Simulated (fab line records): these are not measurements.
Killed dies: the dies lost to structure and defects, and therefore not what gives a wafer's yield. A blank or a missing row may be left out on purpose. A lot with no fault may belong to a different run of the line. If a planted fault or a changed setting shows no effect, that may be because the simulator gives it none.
fab line records    flow n5-finfet
record: lots: 4  wafers: 12  last-day: 19
route steps=1938 shown BEOL_M11@1590 BEOL_M12@1602
lots that met no fault: taken from a fault-free run of the same line
start-h: hours from the record's opening day to when the first of the lot's shown wafers began    wait-h: time in hours since the lot's previous step    " same as the row above    L1.1+2: a row that stands for several wafers    - value missing, or start not given    * or withheld: withheld    < > ~ a bound
route shown NAME@n: names a module that has steps shown in the file, with the first one's number in the route    usual: the fault-free wafers' mean and standard deviation    same: alike in all rows    chamber/n: place in a boat    sites: per-site readings    _std_site: standard deviation across them    _edge_site: mean of outer sites minus mean of inner sites    radius-mm: how far each site lies from the wafer's centre    mask NAME#n: copy n    behind: the last tool/chamber to shape the wafer    hold: why the lot was held/for how many hours/how that ended    device: the transistor (n, p or np) that didn't switch    end of line: at the end of the route, the tests of the same wafers    where a step has no rows: the recipe by itself    killed: at the first sort, the dies lost to defects and structure; wafer yield is something else    map: dies across one wafer; x = killed, . = not, _ = none there
set.NAME: the setting the step ran with; set.NAME@STEP: the setting that earlier step ran with    model.NAME: the simulator's own value behind a step, which no gauge read
lots at some steps of the route; a table a step, a row a wafer
services: the hour from which a tool's chamber was out of use, counted from the record's first day as start-h (under 0 if before that day), plus the number of hours and why
== steps ==
step: N5_BEOL_M11_ALD_74
recipe: material: TaN  target-thk-a: 20  temp-c: 275  ald-precursor-family: PDMAT  ald-co-reactant: NH3  pressure-torr: 3  carrier-flow-sccm: 1500  pulse-time-s: 2  purge-time-s: 3  co-reactant-purge-time-s: 2  co-reactant-pulse-time-s: 3  ald-cycles: 40  precursor-vessel-temp-c: 75  precursor-vessel-pressure-torr: 26.25  precursor-vessel-carrier-sccm: 1000
step: N5_BEOL_M11_SURFACE_TREAT_76
recipe: gas: Ar  time-s: *  ion-energy-ev: *  ion-current-ma-cm2: 0.5  pressure-mtorr: *  ar-flow-sccm: 30
step: N5_BEOL_M11_CVD_75
recipe: material: Co  target-thk-a: 20  temp-c: withheld  precursor: CCTBA/H2  pressure-torr: 30  time-s: 138.9
step: N5_BEOL_M11_SPUTTER_48
recipe: material: Cu  target-thk-a: 120  temp-c: -20  bias-v: 60  power-w: 26000  chamber-pressure-pa: 0.13  time-s: 2
step: N5_BEOL_M11_ECD_50
recipe: material: Cu  target-thk-a: 3180
step: N5_BEOL_M11_ANNEAL_51
recipe: temp-c: 225  time-s: 90  ambient: N2
step: N5_BEOL_M11_CMP_52
recipe: stop-on: SiCOH_lowk  t-overpolish-s: 7  down-force-psi: 1  platen-rpm: 50  clearing-platen-down-force-psi: 1.5  clearing-platen-rpm: 50  post-cmp-clean: cu-alkaline  target-thk-nm: 140  clearing-platen-pad-velocity-m-s: 0.99484  pad-velocity-m-s: 0.99484
step: N5_BEOL_M11_PRE_CLEAN_55
recipe: gas: NH3  time-s: 15  temp-c: withheld  rf-power-w: 300
step: N5_BEOL_M11_DEP_56
recipe: material: SiCN  target-thk-a: 300  temp-c: withheld  precursor: 3MS/NH3  pressure-torr: 3  rf-w: 675  time-s: 10.5
step: N5_BEOL_M12_ILD_DEP_00
recipe: material: SiOC  target-thk-a: 6589.2  temp-c: 350  precursor: DEMS/O2  pressure-torr: 5  rf-w: 500  time-s: 130.7
usual: heater-power-w: 486/76  run-length-s: 175.7/0.5  showerhead-plenum-p-Torr: 5.701/0.012  showerhead-vpp-V: 1365/64  throttle-valve-pct: 12.1/0.84
lot.wafer  tool      chamber  start-h  wait-h  heater-power-w  run-length-s  showerhead-plenum-p-Torr  showerhead-vpp-V  throttle-valve-pct  model.SiOC_of_BEOL_M12_ILD_DEP_00.thk-nm
L450.1     pecvd-02  2        299.48   0.0     550             176.2         5.704                     1343              11.1                657.6
L450.3     "         1        "        "       414             176.1         5.705                     1471              12.8                658.8
L450.4     "         2        "        "       554             144.0         5.688                     1387              11.0                509.8
L453.2     pecvd-02  2        330.67   0.0     468             176.8         5.699                     1374              11.0                645.2
L453.5     "         1        "        "       379             143.9         5.701                     1449              12.7                492.2
L453.6     "         0        "        "       360             175.5         5.709                     1315              12.9                652.6
L459.1     pecvd-03  0        405.18   0.0     498             175.5         5.696                     1426              13.5                659.6
L459.3     "         1        "        "       640             175.4         5.695                     1369              11.8                658.6
L459.5     "         1        "        "       648             175.9         5.707                     1370              11.7                666
L462.3     pecvd-02  1        414.86   0.0     430             176.1         5.698                     1465              11.5                658.6
L462.4     "         1        "        "       451             175.8         5.694                     1475              11.4                666
L462.6     "         0        "        "       379             175.7         5.710                     1281              13.0                666.6
step: N5_BEOL_M12_THK_MEAS_01
recipe: reads: SiOC_of_BEOL_M12_ILD_DEP_00
usual: M12_ILD_THK: 660/7.3
lot.wafer  tool           chamber  start-h  wait-h  M12_ILD_THK[nm]
L450.1     film-metro-01  -        299.61   0.1     657
L450.3     "              -        "        "       659
L450.4     "              -        "        "       510
L453.2     film-metro-01  -        330.81   0.1     645
L453.5     "              -        "        "       492
L453.6     "              -        "        "       652
L459.1     film-metro-02  -        405.31   0.1     660
L459.3     "              -        "        "       658
L459.5     "              -        "        "       666
L462.3     film-metro-01  -        415.00   0.1     658
L462.4     "              -        "        "       666
L462.6     "              -        "        "       666
step: N5_BEOL_M12_COAT_58
recipe: resist: BARC  temp-c: 205  time-s: 60  spin-rpm: 1500  resist-thk-nm: 89
step: N5_BEOL_M12_COAT_04
recipe: spin-rpm: 1625  resist-thk-nm: 400
step: N5_BEOL_M12_EBR_06
recipe: solvent: PGMEA  ebr-width-mm: 1.5
step: N5_BEOL_M12_SOFTBAKE_05
recipe: temp-c: 130  time-s: 60
step: N5_BEOL_M12_EXPOSE_07
recipe: mask-id: V11  na: 0.93  source-shape: conventional  sigma-outer: 0.6  polarization: unpolarized  attpsm-phase-deg: 180  dose-mj: 32.5
step: N5_BEOL_M12_PEB_08
recipe: peb-temp-c: 130  peb-time-s: 90
step: N5_BEOL_M12_DEVELOP_09
recipe: develop-time-s: 45  rinse-liquid: diw  dry: air-spin  dev-temp-c: 21
step: N5_BEOL_M12_HARDBAKE_14
recipe: temp-c: 130  time-s: 120
step: N5_BEOL_M12_DESCUM_15
recipe: chemistry: O2  time-s: 7.9  source-power-w: 50  bias-power-w: 20  pressure-mtorr: 20  rf-frequency-hz: 2.712e+07  temp-c: 40  o2-flow-sccm: 225
step: N5_BEOL_M12_ETCH_59
recipe: chemistry: N2/H2  target: BARC  target-depth-a: 890  overetch-a: 267  time-s: 67.9  ion-energy-ev: 200  pressure-mtorr: 30  source-w: 840  bias-w: 150  n2-flow-sccm: 200  h2-flow-sccm: 200
step: N5_BEOL_M12_VIA_ETCH_16
recipe: chemistry: C4F8/O2/Ar  target: SiOC  pressure-mtorr: 30  source-w: 3000  bias-w: 700  Ar_flow_sccm: 400  C4F8_flow_sccm: 15  O2_flow_sccm: 8  he-inner-torr: 15  he-outer-torr: 30  target-depth-a: 7248  time-s: withheld  ion-energy-ev: 250  ends: cleared
usual: drypump-motor-current-A: 5.53/0.22  oes-product-au: 0.70/0.077  rf-vpp-V: 665/3.3  showerhead-plenum-p-Torr: 3.40/0.11  throttle-valve-pct: 24.18/0.22
lot.wafer  tool         chamber  start-h  wait-h  drypump-motor-current-A  oes-product-au  rf-vpp-V  showerhead-plenum-p-Torr  throttle-valve-pct  model.etch.depth-nm  model.coat_of_BEOL_M12_COAT_04.thk-nm
L450.1     rie-diel-05  1        300.08   0.0     5.58                     0.80            666       3.47                      24.14               657.6                121.4
L450.3     "            3        "        "       5.60                     0.75            667       3.46                      24.13               658.8                123.4
L450.4     "            3        "        "       5.59                     0.77            666       3.46                      24.11               509.8                166.2
L453.2     rie-diel-03  1        331.28   0.0     5.45                     0.74            667       3.44                      23.86               645.2                127.8
L453.5     "            1        "        "       5.45                     0.74            667       3.44                      23.84               492.2                172.2
L453.6     "            3        "        "       5.28                     0.72            666       3.43                      24.46               652.6                125.8
L459.1     rie-diel-06  3        405.91   0.0     5.30                     0.66            665       3.39                      24.41               659.5                121.8
L459.3     "            2        "        "       5.28                     0.90            664       3.37                      23.74               658.5                121.2
L459.5     "            2        "        "       5.27                     0.90            664       3.37                      23.74               665.9                118
L462.3     rie-diel-05  0        415.58   0.0     5.11                     0.62            668       3.49                      24.58               658.6                124.2
L462.4     "            1        "        "       5.53                     0.75            667       3.45                      24.17               666.1                121.8
L462.6     "            3        "        "       5.63                     0.72            666       3.43                      24.16               666.6                121.6
step: N5_BEOL_M12_STRIP_63
recipe: chemistry: N2/H2  power-w: 1000  temp-c: 250  h2-frac: 0.65  overash-fraction: 0.3  pressure-mtorr: 1000  n2-flow-sccm: 1750  h2-flow-sccm: 3250
usual: drypump-motor-current-A: 5.5/0.65  heater-power-w: 322/44  oes-product-au: 0.693/0.0048  strip-time-to-endpoint-s: 42.5/0.71
same: overash-fraction: 0.3
lot.wafer  tool             chamber  start-h  wait-h  drypump-motor-current-A  heater-power-w  oes-product-au  rf-hours-counter-h  strip-time-to-endpoint-s
L450.1     plasma-asher-01  1        300.55   -       4.8                      337             0.693           99                  42.0
L450.3     "                0        "        "       5.8                      288             0.697           -                   42.6
L450.4     "                1        "        "       4.8                      342             0.715           -                   53.9
L453.2     plasma-asher-01  0        331.48   -       5.8                      288             0.695           107                 43.8
L453.5     "                0        "        "       5.8                      287             0.709           -                   55.5
L453.6     "                1        "        "       4.7                      350             0.693           -                   43.2
L459.1     plasma-asher-02  1        406.11   -       6.5                      408             0.688           130                 42.2
L459.3     "                1        "        "       6.5                      398             0.691           -                   42.0
L459.5     "                0        "        "       6.1                      281             0.691           -                   41.1
L462.3     plasma-asher-01  1        415.80   -       4.7                      350             0.691           -                   42.8
L462.4     "                0        "        "       5.8                      287             0.701           -                   42.2
L462.6     "                1        "        "       4.7                      343             0.693           -                   42.1
step: N5_BEOL_M12_STRIP_64
recipe: chemistry: N2/H2  power-w: 1000  temp-c: 250  h2-frac: 0.65  overash-fraction: 0.3  pressure-mtorr: withheld  n2-flow-sccm: 1750  h2-flow-sccm: 3250
step: N5_BEOL_M12_STRIP_71
recipe: chemistry: post-etch-residue-remover  time-s: 60  temp-c: 25  remover-ph: withheld  remover-water-wt-pct: withheld  remover-fluoride-wt-pct: withheld
step: N5_BEOL_M12_SRD_72
recipe: time-s: 30  temp-c: 23  rinse-liquid: diw  dry: n2-spin  spin-rpm: 1500  dry-time-s: 30
step: N5_BEOL_M12_COAT_65
recipe: resist: SOC  temp-c: 250  time-s: 60  spin-rpm: 1500  resist-thk-nm: 300
step: N5_BEOL_M12_COAT_66
recipe: resist: SiARC  temp-c: 220  time-s: 60  spin-rpm: 1500  resist-thk-nm: 110
step: N5_BEOL_M12_COAT_22
recipe: spin-rpm: 2888  resist-thk-nm: 300
step: N5_BEOL_M12_EBR_24
recipe: solvent: PGMEA  ebr-width-mm: 1.5
step: N5_BEOL_M12_SOFTBAKE_23
recipe: temp-c: 130  time-s: 60
step: N5_BEOL_M12_EXPOSE_25
recipe: mask-id: M12  na: 0.93  source-shape: conventional  sigma-outer: 0.4  polarization: unpolarized  dose-mj: 21.8
step: N5_BEOL_M12_PEB_26
recipe: peb-temp-c: 130  peb-time-s: 90
step: N5_BEOL_M12_DEVELOP_27
recipe: develop-time-s: 45  rinse-liquid: diw  dry: air-spin  dev-temp-c: 21
step: N5_BEOL_M12_HARDBAKE_32
recipe: temp-c: 130  time-s: 120
step: N5_BEOL_M12_CMP_49
recipe: stop-on: SiOC  t-overpolish-s: 20.6  down-force-psi: 1  platen-rpm: 50  clearing-platen-down-force-psi: 1.5  clearing-platen-rpm: 50  post-cmp-clean: cu-alkaline  target-thk-nm: 320  clearing-platen-pad-velocity-m-s: 0.99484  pad-velocity-m-s: 0.99484
usual: motor-current-A: 6.1/0.4  retaining-ring-pressure-frac: 1.000/0.0054
lot.wafer  tool    chamber  start-h  wait-h  motor-current-A  retaining-ring-pressure-frac  model.SiOC_of_BEOL_M12_ILD_DEP_00.thk-nm
L450.3     cmp-04  0        304.79   0.3     5.9              1.002                         600.8
L450.4     "       2        "        "       6.5              0.997                         450.4
L450.1     "       3        "        "       7.0              1.013                         599.2
L453.2     cmp-02  1        336.28   0.3     5.8              1.001                         587.4
L453.6     "       2        "        "       5.7              0.989                         592.2
L453.5     "       3        "        "       5.7              1.010                         434.2
L459.3     cmp-01  3        413.97   0.2     5.8              0.996                         600
L459.1     "       1        "        "       5.8              0.999                         601.8
L459.5     "       2        "        "       5.7              1.003                         608
L462.4     cmp-01  0        418.64   0.2     5.8              1.005                         607.8
L462.3     "       1        "        "       6.2              1.001                         599.6
L462.6     "       0        "        "       6.3              1.002                         607.8
== services ==
tool             chamber  start-h  hours  kind
pecvd-03         0        276.97   8.1    repair
rie-diel-06      2        285.04   20.5   repair
plasma-asher-02  -        288.87   28.1   pm
cmp-02           -        289.28   0.3    repair
rie-diel-03      1        290.99   9.8    repair
rie-diel-05      0        297.70   19.9   repair
rie-diel-06      0        300.01   1.3    repair
cmp-04           -        300.11   4.0    pm
cmp-02           -        301.15   0.9    repair
rie-diel-06      3        303.75   16.3   repair
cmp-01           -        304.45   6.7    pm
rie-diel-06      2        311.68   4.3    repair
cmp-01           -        312.79   1.2    repair
rie-diel-06      -        315.30   0.9    repair
cmp-02           -        329.36   0.8    repair
rie-diel-05      1        340.08   4.4    repair
cmp-02           -        340.27   8.9    pm
rie-diel-05      2        342.03   3.2    repair
cmp-01           -        345.68   4.3    repair
cmp-02           -        351.37   2.5    repair
cmp-02           -        355.12   0.5    repair
pecvd-02         0        381.77   2.6    repair
rie-diel-05      1        387.25   21.5   repair
cmp-01           -        392.09   4.0    pm
== key ==
first-sign: step: N5_BEOL_M12_ILD_DEP_00  reading: run-length-s  direction: down  sigmas: 63  usual: *  struck: *
effect: step: N5_BEOL_M12_THK_MEAS_01  reading: M12_ILD_THK  direction: down  sigmas: 22  usual: 660  struck: 501
effect: step: N5_BEOL_M12_STRIP_63  reading: strip-time-to-endpoint-s  direction: up  sigmas: 17  usual: *  struck: *
model-effect: step: N5_BEOL_M12_ILD_DEP_00  value: SiOC_of_BEOL_M12_ILD_DEP_00.thk-nm  without: 663.8  struck: 501
model-effect: step: N5_BEOL_M12_VIA_ETCH_16  value: etch.depth-nm  without: 663.8  struck: 501
model-effect: step: N5_BEOL_M12_CMP_49  value: SiOC_of_BEOL_M12_ILD_DEP_00.thk-nm  without: 605.1  struck: 442.3
met-at N5_BEOL_M12_ILD_DEP_00
struck-wafers L450.4,L453.5
fault: kind: process-parameter-drift  tool: pecvd-02  chamber: -  onset-h: 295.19  steps: N5_BEOL_M12_ILD_DEP_00  channel: time-s  offset: *  shape: step  end-h: 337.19  scope: struck-wafers-only  acts-in: *  stated: *
